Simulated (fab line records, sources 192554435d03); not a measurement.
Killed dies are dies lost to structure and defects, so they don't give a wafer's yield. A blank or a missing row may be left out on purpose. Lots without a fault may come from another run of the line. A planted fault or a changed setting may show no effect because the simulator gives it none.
Which tool did it? | flow n5_finfet | 11 lots, 33 wafers sampled, at 1 step of a route of 1938

WHAT THE GAUGES READ, wafer by wafer
N5_BEOL_M14_OVL_MEAS_29.
lot  | measured     | on         | M14_OVL (nm)
L603 | day 11 00:52 | overlay-02 | -1 0 -4
L604 | day 11 08:38 | overlay-02 | 0 2 0
L605 | day 11 09:06 | overlay-02 | 2 -1 0
L606 | day 11 17:29 | overlay-01 | 2 -7 -6
L611 | day 12 23:14 | overlay-01 | 0 7 -5
L614 | day 13 20:36 | overlay-02 | -7 -5 -2
L615 | day 14 13:38 | overlay-01 | 5 5 3
L617 | day 15 05:17 | overlay-02 | -3 -10 -4
L619 | day 15 05:34 | overlay-01 | 1 7 6
L616 | day 15 05:49 | overlay-01 | 5 1 3
L626 | day 17 21:20 | overlay-02 | 8 9 -1

WHICH TOOL RAN EACH LOT (tool, then ch and the chambers of the sampled wafers, then the start)
The record holds no process step before these readings.

WHAT THE TOOLS THEMSELVES READ (means of the sampled wafers that have a number; where no wafer has one, the mark that the record gives instead)
The record holds no such reading with a usual standard deviation.

THE ANSWER, worked out from the rows above alone
Rule: what is usual is taken from the lots themselves. Put in order of their means at a reading, lots are off if they are a third of the lots or fewer, leave a main group of 4 or more, and stand apart from it by a gap of 3 or more times the standard deviation of the main group's means; of several such gaps the widest counts. A main group whose means are all the same, to the digits that the tables above print for the reading, isn't used. A lot without any number at a reading at which 4 lots or more have one is off too. The other lots that the step has rows for count as sound. The gauges are gone through in route order, then the tools' own readings, and for those a lot's mean is taken as printed above. The first step at which some lot is off is used, and at that step the reading that is off furthest; a lot without a number counts as furthest.
No lot is off at any reading shown: from this, nothing can be told.

WHAT THE SIMULATOR HAD PUT IN
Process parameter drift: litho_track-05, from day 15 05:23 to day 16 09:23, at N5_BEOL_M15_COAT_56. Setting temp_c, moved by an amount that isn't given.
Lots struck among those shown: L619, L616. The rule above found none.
